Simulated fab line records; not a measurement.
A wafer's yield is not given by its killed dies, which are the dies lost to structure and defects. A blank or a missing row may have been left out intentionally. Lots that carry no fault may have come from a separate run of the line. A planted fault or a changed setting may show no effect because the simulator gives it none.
Which tool was responsible? -- flow nand harc -- 36 wafers from 12 lots sampled at 5 of the route's 1302 steps

## WHAT EACH GAUGE READ, for each wafer
NHARC_A_CONTACT_CD_MEAS_69: the cd target is 300 nm.
lot,measured,on,cd nm (nm)
L115,day 22 13:05,cd sem-03,300.9 299.7 299.6
L117,day 23 05:11,cd sem-01,299.0 299.4 300.1
L119,day 24 16:12,cd sem-01,299.8 300.8 299.7
L121,day 25 08:04,cd sem-01,299.8 299.7 298.9
L129,day 28 01:25,cd sem-01,299.6 300.9 300.3
L130,day 28 04:40,cd sem-01,299.4 300.9 300.2
L131,day 29 19:53,cd sem-02,299.1 298.9 299.1
L132,day 29 20:29,cd sem-02,299.8 299.3 300.3
L134,day 30 03:30,cd sem-02,300.1 299.2 300.2
L135,day 30 23:07,cd sem-02,299.9 299.5 300.0
L137,day 31 12:18,cd sem-02,299.3 300.0 299.2
L136,day 31 15:29,cd sem-02,299.8 300.2 299.6

NHARC_A_CONTACT_OVL_MEAS_70.
lot,measured,on,overlay x nm (nm),overlay y nm (nm)
L115,day 22 13:11,overlay-01,-0.9 -1.4 -0.6,0.6 0.7 1.3
L117,day 23 05:16,overlay-02,0.3 0.4 0.6,2.2 1.8 1.5
L119,day 24 16:17,overlay-01,-0.9 -1.0 -0.7,0.9 0.5 0.6
L121,day 25 08:10,overlay-02,0.3 0.2 0.5,-0.2 0.0 0.2
L129,day 28 01:31,overlay-02,-0.1 -0.2 -0.3,-0.7 -0.6 -0.7
L130,day 28 04:46,overlay-01,-1.7 -1.1 -1.2,1.2 1.4 1.6
L131,day 29 19:58,overlay-02,1.3 1.5 1.7,1.4 1.1 1.3
L132,day 29 20:35,overlay-02,-0.1 -0.5 -0.5,1.0 0.8 0.6
L134,day 30 03:35,overlay-01,-0.1 -0.4 -0.2,0.0 0.4 -0.7
L135,day 30 23:11,overlay-01,0.2 0.3 0.4,0.6 0.6 0.4
L137,day 31 12:24,overlay-01,0.0 0.0 0.1,0.3 0.2 0.3
L136,day 31 15:35,overlay-02,0.2 0.4 -0.2,0.1 0.3 0.5

NHARC_END_SORT_01.
lot,measured,on,killed at array,killed at other,killed at periphery,killed dies,killed open,killed short
L117,day 25 14:14,prober-02,73 78 74,2 0 1,7 5 3,82 83 78,4 2 3,2 2 4
L119,day 27 04:59,prober-02,71 61 71,1 0 1,6 3 7,78 64 79,2 3 3,1 3 2
L129,day 30 15:40,prober-02,675 676 674,0 0 0,2 1 3,677 677 677,3 3 7,1 3 3
L130,day 30 14:16,prober-01,675 676 674,0 0 1,2 1 2,677 677 677,4 2 2,3 2 1
L131,day 32 13:10,prober-01,76 90 77,0 0 0,3 3 5,79 93 82,6 2 1,2 5 2
L132,day 32 20:56,prober-01,69 75 61,0 1 0,0 1 5,69 77 66,2 6 4,1 2 4
L134,day 32 22:36,prober-02,52 53 64,0 0 0,3 3 5,55 56 69,4 2 5,4 6 2
L135,day 33 12:11,prober-02,36 25 32,1 0 0,10 12 10,47 37 42,1 3 6,3 1 4
L136,day 34 01:32,prober-01,47 41 51,1 2 2,8 1 2,56 44 55,1 4 6,3 2 2

## WHAT TOOL EACH LOT RAN ON (gives the tool, then ch and the chambers of the sampled wafers, and finally the start)
lot,NHARC_A_CONTACT_ETCH_77,NHARC_A_CONTACT_ETCH_128
L115,"rie diel-08 ch 0,1, day 22 15:48 or earlier","har cap etch-01 ch 0,1, day 22 15:48"
L117,"rie diel-08 ch 1,2, day 23 07:41 or earlier","har cap etch-02 ch 0,1, day 23 07:41"
L119,"rie diel-08 ch 0,1,2, day 24 18:41 or earlier","har cap etch-02 ch 0,1, day 24 18:41"
L121,"rie diel-08 ch 2,3, day 25 10:46 or earlier","har cap etch-03 ch 0,1, day 25 10:46"
L129,"rie diel-08 ch 0,1,2, day 28 03:53 or earlier","har cap etch-03 ch 0,1, day 28 03:53"
L130,"rie diel-08 ch 0,2,3, day 28 07:11 or earlier","har cap etch-02 ch 0,1, day 28 07:11"
L131,"rie diel-08 ch 0,2,3, day 29 22:28 or earlier","har cap etch-03 ch 0,1, day 29 22:28"
L132,"rie diel-08 ch 0,1,3, day 29 23:30 or earlier","har cap etch-02 ch 0,1, day 29 23:30"
L134,"rie diel-04 ch 0,1,2, day 30 06:17 or earlier","har cap etch-03 ch 0,1, day 30 06:17"
L135,"rie diel-04 ch 0,1, day 31 01:54 or earlier","har cap etch-03 ch 0,1, day 31 01:54"
L137,"rie diel-08 ch 0,1,3, day 31 14:47 or earlier","har cap etch-02 ch 0,1, day 31 14:47"
L136,"rie diel-08 ch 0,3, day 31 17:56 or earlier","har cap etch-03 ch 0,1, day 31 17:56"
- NHARC_A_CONTACT_ETCH_77: etches the open film in CF4/CHF3, target depth 108.9 nm, time 54.5 s.
- NHARC_A_CONTACT_ETCH_128: etches the open film in C4F8/O2/Ar, time 197 s, target depth 1918 nm.

## WHAT THE TOOLS THEMSELVES READ (means of the sampled wafers that have a number; where no wafer has one, the mark that the record gives instead)
NHARC_A_CONTACT_ETCH_77.
lot,tool,bias w (W),cf4 flow sccm (sccm),chf3 flow sccm (sccm),drypump motor current A (A),oes product au (a.u.),rf vpp V (V),showerhead plenum p Torr (Torr),throttle valve pct (%)
L115,rie diel-08,200.6,99.8,30.00,6.1,0.922,371.2,1.61,16.800
L117,rie diel-08,199.6,100.3,29.95,5.5,0.915,369.9,1.55,16.799
L119,rie diel-08,200.3,99.9,30.01,6.0,0.930,370.5,1.57,16.802
L121,rie diel-08,200.1,100.2,30.05,5.4,0.927,368.1,1.51,16.806
L129,rie diel-08,199.9,99.9,29.97,6.0,0.968,370.5,1.57,16.799
L130,rie diel-08,199.8,99.8,29.98,5.9,0.932,369.0,1.54,16.797
L131,rie diel-08,199.7,99.9,30.06,5.9,0.976,369.3,1.54,16.795
L132,rie diel-08,199.5,100.1,29.89,5.9,0.962,370.3,1.56,16.808
L134,rie diel-04,199.8,100.0,30.07,5.6,0.915,372.2,1.62,16.798
L135,rie diel-04,199.6,100.0,30.05,5.7,0.961,372.2,1.64,16.798
L137,rie diel-08,200.2,100.0,30.05,6.0,0.975,371.2,1.56,16.806
L136,rie diel-08,200.8,100.2,29.88,5.9,0.989,369.0,1.53,16.805

NHARC_A_CONTACT_ETCH_128.
lot,tool,chamber pressure mTorr (mTorr),oes air line au (a.u.)
L115,har cap etch-01,19.987,1.012
L117,har cap etch-02,19.986,0.975
L119,har cap etch-02,20.012,0.998
L121,har cap etch-03,19.987,1.007
L129,har cap etch-03,-,-
L130,har cap etch-02,-,-
L131,har cap etch-03,19.986,0.995
L132,har cap etch-02,19.990,0.998
L134,har cap etch-03,19.998,0.985
L135,har cap etch-03,20.004,1.008
L137,har cap etch-02,20.009,0.998
L136,har cap etch-03,20.001,1.033

## THE ANSWER, worked out from the rows above alone
Rule: the lots themselves supply what counts as usual. The widest of any qualifying gaps counts: lots, ordered by their means at a reading, are off when they make up no more than a third of the lots, leave a main group of 4 or more, and stand apart from it by 3 or more times the standard deviation of that group's means. If all means in a main group match to the digits the tables above print for the reading, that group is not used. A lot without any number at a reading at which 4 lots or more have one is off too. Any other lot the step has rows for is counted as sound. Order of review: gauges by route order, followed by the tools' own readings, for which a lot's mean as printed above is used. The first step at which some lot is off is used, and at that step the reading that is off furthest; a lot without a number counts as furthest.
Off: L129, L130, at NHARC_END_SORT_01 (killed dies). For the main group the mean is 66 and the standard deviation 14. Neither off nor sound, because the step has no rows for them: L115, L121, L137.
A tool fits if, at a process step before that reading, it ran every lot that is off, and no sound lot after the first of them. The gauges at NHARC_END_SORT_01 aren't tried: what is off there is off at NHARC_A_CONTACT_ETCH_128 too, on other tools, and a gauge's error can't cause that. NHARC_A_CONTACT_ETCH_77: start missing for some lots; hours and lot order therefore follow NHARC_A_CONTACT_ETCH_128. Not one of the candidates tried fits.

## WHAT THE SIMULATOR PUT IN
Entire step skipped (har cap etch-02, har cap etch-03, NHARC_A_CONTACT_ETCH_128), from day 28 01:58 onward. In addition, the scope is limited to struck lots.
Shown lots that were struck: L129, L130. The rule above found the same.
